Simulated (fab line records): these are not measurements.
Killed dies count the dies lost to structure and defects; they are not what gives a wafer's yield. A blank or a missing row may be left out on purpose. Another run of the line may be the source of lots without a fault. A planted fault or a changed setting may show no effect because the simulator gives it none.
A struck lot beside a sound one / flow n5 finfet / 39 out of 1938 route steps
Sound: wafers L644.4, L644.5, L644.6. Struck: wafer L629.6 (left out: L629.5, a lot-mate that was not struck); the cause follows at the end.
Each step with rows lists, per side, the tool, then ch with its chambers, then its first start. Under that, the readings that differ: sound wafers / struck wafers / difference of the means / sigmas: that difference in standard deviations of wafers without a fault.
alike: readings with means less than 2 such deviations apart, plus words and numbers identical on both sides. not compared: withheld readings, readings lacking a value on some wafer, bounds such as >300 that could conceal the same value, and numbers that have no deviation in the record and whose values overlap.
The two part at a step that has a row with sigmas, a row that says differs or no value, or rows on one side only. Numbers that don't overlap but have no deviation are shown without sigmas and don't part them. A reading missing from all wafers of one side parts the sides only when that side holds two or more wafers.

first, 11 steps without rows for these wafers: N5_BEOL_M0_SAQP_DESCUM_19 (chemistry O2, time 7.9 s); N5_BEOL_M0_SAQP_ETCH_83 (etches SiARC in CF4, target depth 39 nm, time 65 s); N5_BEOL_M0_SAQP_ETCH_84 (etches SOC in N2/H2, target depth 100 nm, overetch 20 nm, time 150 s); N5_BEOL_M0_SAQP_STRIP_80 (strips in N2/H2); N5_BEOL_M0_SAQP_HM_OPEN_112 (chemistry CHF3/O2, target SiO2, stops on a-Si, target depth 12 nm, time 13.5 s); N5_BEOL_M0_SAQP_STRIP_113 (strips in CHF3/O2); N5_BEOL_M0_SAQP_MANDREL_ETCH_20 (etches a-Si in HBr/Cl2, stops on SiNx, target depth 60 nm, bt time 10 s, time 30 s); N5_BEOL_M0_SAQP_STRIP_86 (strips in N2/H2); N5_BEOL_M0_SAQP_STRIP_115 (strips in post etch residue remover, time 60 s); N5_BEOL_M0_SAQP_SRD_93 (time 30 s); N5_BEOL_M0_SAQP_RECESS_114 (chemistry HF/NH3, target SiO2, target depth 14.4 nm, afs cycles 3, sublimation time 60 s).
N5_BEOL_M0_SAQP_SPACER1_ALD_98: deposits SiO2, target thk 12.8 nm, pulse time 1 s, purge time 2 s.
  sound on ald sin-03 ch 0,1,3, day 11 01:58; struck on ald sin-02 ch 3, day 7 09:50
reading=ald cycles; sound=138 138 138; struck=178; difference=+40; sigmas=
reading=model.SiO2_of_BEOL_M0_SAQP_SPACER1_ALD_98.thk nm (nm); sound=12.8 12.8 12.8; struck=16.4; difference=+3.6; sigmas=
  alike: chamber pressure Torr, heater power outer w, heater power w, precursor pulse height rel, susceptor temp C
then, 1 step without rows for these wafers: N5_BEOL_M0_SAQP_SPACER1_ETCHBACK_99 (etches SiO2 in CHF3/O2, target depth 15.4 nm, time 7.7 s).
N5_BEOL_M0_SAQP_MANDREL1_REMOVE_100: chemistry HBr/Cl2/O2, target a-Si, stops on SiNx, bt time 10 s.
  sound on rie si-06 ch 0,3, day 11 02:31; struck on rie si-06 ch 3, day 7 10:13
reading=oes product au (a.u.); sound=1.019 1.024 1.007; struck=0.983; difference=-0.034; sigmas=-2
reading=model.SiO2_of_BEOL_M0_SAQP_SPACER1_ALD_98.thk nm (nm); sound=7.4 7.4 7.4; struck=11; difference=+4; sigmas=
reading=model.BEOL_M0_SAQP.cd nm (nm); sound=12.6 12.6 12.6; struck=16.2; difference=+3.6; sigmas=
  alike: O2_flow_sccm, chamber pressure mTorr, drypump motor current A, throttle valve pct
  not compared: rf hours counter h
N5_BEOL_M0_SAQP_CD_MEAS_25: the cd target is 13.1 nm.
  sound on cd sem-02 ch 0, day 11 02:38; struck on cd sem-03 ch 0, day 7 10:17
reading=cd nm (nm); sound=12.60 12.39 12.54; struck=16.14; difference=+3.63; sigmas=+17
then, 22 steps without rows for these wafers: N5_BEOL_M0_SAQP_ETCH_101 (etches SiNx in CH3F/O2, target depth 29.9 nm, time 42.7 s); N5_BEOL_M0_SAQP_ETCH_102 (etches SiO2 in CF4, target depth 4 nm, time 4.4 s); N5_BEOL_M0_SAQP_MANDREL_ETCH_103 (etches a-Si in HBr/Cl2, stops on SiCN, target depth 45 nm, bt time 10 s, time 27 s); N5_BEOL_M0_SAQP_RECESS_104 (chemistry HF/NH3, target SiO2, target depth 18 nm, afs cycles 3, sublimation time 60 s); N5_BEOL_M0_SAQP_COAT_105 (time 60 s, resist thk 100 nm); N5_BEOL_M0_SAQP_ETCH_106 (etches SOC in N2/H2, stops on SiNx, target depth 150 nm); N5_BEOL_M0_SAQP_ETCH_107 (etches SiNx in CH3F/O2, target depth 30 nm); N5_BEOL_M0_SAQP_STRIP_108 (strips in N2/H2); N5_BEOL_M0_SAQP_RECESS_109 (chemistry HF/NH3, target SiO2, target depth 3 nm, afs cycles 1, sublimation time 60 s); N5_BEOL_M0_SAQP_SPACER2_ALD_26 (deposits SiO2, target thk 15 nm, pulse time 1 s, purge time 2 s); N5_BEOL_M0_SAQP_SPACER2_ETCHBACK_27 (etches SiO2 in CHF3/O2, target depth 22.5 nm, time 11.25 s); N5_BEOL_M0_SAQP_MANDREL2_REMOVE_110 (chemistry HBr/Cl2/O2, target a-Si, stops on SiCN, bt time 10 s); N5_BEOL_M0_SAQP_COAT_69 (time 60 s, resist thk 90 nm); N5_BEOL_M0_SAQP_COAT_72 (time 60 s, resist thk 15 nm); N5_BEOL_M0_SAQP_COAT_87 (time 60 s, resist thk 5 nm); N5_BEOL_M0_SAQP_COAT_34 (resist thk 30 nm); N5_BEOL_M0_SAQP_EBR_36; N5_BEOL_M0_SAQP_SOFTBAKE_35 (time 60 s); N5_BEOL_M0_SAQP_EXPOSE_37 (exposes mask M0 CUT1, target cd 30 nm); N5_BEOL_M0_SAQP_PEB_38 (peb time 60 s); N5_BEOL_M0_SAQP_DEVELOP_39 (develop time 30 s); N5_BEOL_M0_SAQP_DESCUM_45 (chemistry O2, time 7 s).
N5_BEOL_M4_RC_MEAS_101:
  the record has rows for the sound wafers here (prober-02 ch 0, day 13 16:05) and none for the struck ones
-- here the record skips 7 days between the struck wafers' starts before and after, leaving off in module BEOL_M4 and picking up in module PASSIVATION (first step shown: number 1936 of the route) --
N5_PASSIVATION_PROBE_49:
  rows exist in the record for the struck wafers here (prober-01, day 14 04:19), but not for the sound ones

== WHERE THEY PART ==
First at N5_BEOL_M0_SAQP_MANDREL1_REMOVE_100; last, within this record, at N5_PASSIVATION_PROBE_49.

WHY: what the simulator had put in
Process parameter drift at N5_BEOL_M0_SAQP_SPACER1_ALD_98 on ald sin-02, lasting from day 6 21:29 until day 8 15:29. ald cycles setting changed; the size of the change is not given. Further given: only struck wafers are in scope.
